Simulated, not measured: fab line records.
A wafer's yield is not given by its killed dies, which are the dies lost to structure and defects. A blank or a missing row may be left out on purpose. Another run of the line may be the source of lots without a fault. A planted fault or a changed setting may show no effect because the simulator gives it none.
Struck lot and sound lot, side by side    flow n5Finfet    19 steps out of a route of 1938
Sound: the wafers L619.1, L619.3, L619.4. Struck: wafers L622.4, L622.5 (left out: L622.6, a lot-mate that was not struck); the cause follows at the end.
Per side, at each step with rows, come the tool, then ch with its chambers, and then its first start. Under that, the readings that differ: sound wafers    struck wafers    difference of the means    sigmas: that difference in standard deviations of wafers without a fault.
alike: same words and numbers on both sides, and readings whose means sit less than 2 such deviations apart. not compared: any withheld reading, any reading some wafer has no value for, any bound like >300 that may hide the same value, and any number with overlapping values for which the record gives no deviation.
The two part at a step that has a row with sigmas, a row that says differs or no value, or rows on one side only. Non-overlapping numbers with no deviation appear without sigmas and do not part them. A reading missing from all wafers of one side parts the sides only when that side holds two or more wafers.

first, 3 steps without rows for these wafers: N5_BEOL_M13_ETCH_67 (etches SiARC in CF4, target depth 143 nm, time 238.3 s); N5_BEOL_M13_ETCH_68 (etches SOC in N2/H2, time 355 s); N5_BEOL_M13_STRIP_69 (strips in N2/H2).
N5_BEOL_M13_TRENCH_ETCH_34: etches SiOC in C4F8/O2/Ar, target depth 413.47 nm, time 162.6 s.
  sound on rieDiel-03 ch 0,2, day 13 03:31; struck on rieDiel-04 ch 1,3, day 13 14:58
reading                       sound           struck     difference  sigmas
oesProductAu (a.u.)           0.79 0.91 0.90  0.69 0.80  -0.12       -2
rfVppV (V)                    669 672 671     659 662    -10         -3
showerheadPlenumPTorr (Torr)  3.56 3.63 3.63  3.25 3.30  -0.33       -3
  alike: biasW, drypumpMotorCurrentA, throttleValvePct
  not compared: rfHoursCounterH
then, 1 step without rows for these wafers: N5_BEOL_M13_STRIP_70 (strips in C4F8/O2/Ar).
N5_BEOL_M13_OCD_MEAS_35:
  sound on ocd-02, day 13 03:41; struck on ocd-01, day 13 15:09
reading             sound        struck   difference  sigmas
trenchDepthNm (nm)  410 429 427  402 416  -13         -2
N5_BEOL_M13_STRIP_37: strips in N2/H2.
  sound on plasmaAsher-01 ch 0,1, day 13 03:43; struck on plasmaAsher-01 ch 0,1, day 13 15:13
  alike: drypumpMotorCurrentA, heaterPowerW, oesProductAu
  not compared: rfHoursCounterH
then, 3 steps without rows for these wafers: N5_BEOL_M13_ETCH_38 (etches SiCN in CF4/N2, target depth 67.5 nm, time 71.9 s); N5_BEOL_M13_PRECLEAN_39 (cleans in residue remover, time 60 s); N5_BEOL_M13_SRD_40 (time 30 s, dry time 30 s).
N5_BEOL_M13_DEGAS_41: time 60 s.
  sound on pvdSputter-01, day 13 04:14; struck on pvdSputter-01, day 13 19:32
  alike: heaterPowerW
N5_BEOL_M13_PRE_CLEAN_42: time 30 s.
  sound on pvdSputter-01, day 13 04:17; struck on pvdSputter-01, day 13 19:35
  alike: heaterPowerW
N5_BEOL_M13_SPUTTER_43: material TaN, target thk 15 nm, time 24.19 s.
  sound on pvdSputter-01, day 13 04:19; struck on pvdSputter-01, day 13 19:37
reading                                      sound         struck     difference  sigmas
model.TaN_of_BEOL_M13_SPUTTER_43.thkNm (nm)  14.8 15 14.8  11.4 11.4  -3.5        
  alike: throttleValvePct
N5_BEOL_M13_SPUTTER_44: material Ta, target thk 10 nm, time 16.13 s.
  sound on pvdSputter-01, day 13 04:24; struck on pvdSputter-01, day 13 19:42
  alike: throttleValvePct
then, 3 steps without rows for these wafers: N5_BEOL_M13_SPUTTER_45 (material Cu, target thk 80 nm, time 13.33 s); N5_BEOL_M13_ECD_47 (material Cu, target thk 936 nm); N5_BEOL_M13_ANNEAL_48 (time 90 s).
N5_BEOL_M13_CMP_49: polishes, stops on SiOC, t overpolish 17.1 s, target thk 420 nm.
  sound on cmp-03 ch 0,1,3, day 13 05:04; struck on cmp-02 ch 3, day 13 21:27
reading                    sound           struck     difference  sigmas
barrierFieldEndpointS (s)  29.5 30.1 29.5  25.0 25.4  -4.5        -9
  alike: clearingPlatenRpm, motorCurrentA, slurryFlowMlMin
N5_BEOL_M13_THK_MEAS_50: measures by xrf.
  sound on filmMetro-01, day 13 05:21; struck on filmMetro-02, day 13 21:45
reading       sound        struck   difference  sigmas
M13_THK (nm)  417 437 437  403 420  -19         -3

== WHERE THEY PART ==
At N5_BEOL_M13_TRENCH_ETCH_34 first; at N5_BEOL_M13_THK_MEAS_50 last (within this record only).

WHY: what the simulator had put in
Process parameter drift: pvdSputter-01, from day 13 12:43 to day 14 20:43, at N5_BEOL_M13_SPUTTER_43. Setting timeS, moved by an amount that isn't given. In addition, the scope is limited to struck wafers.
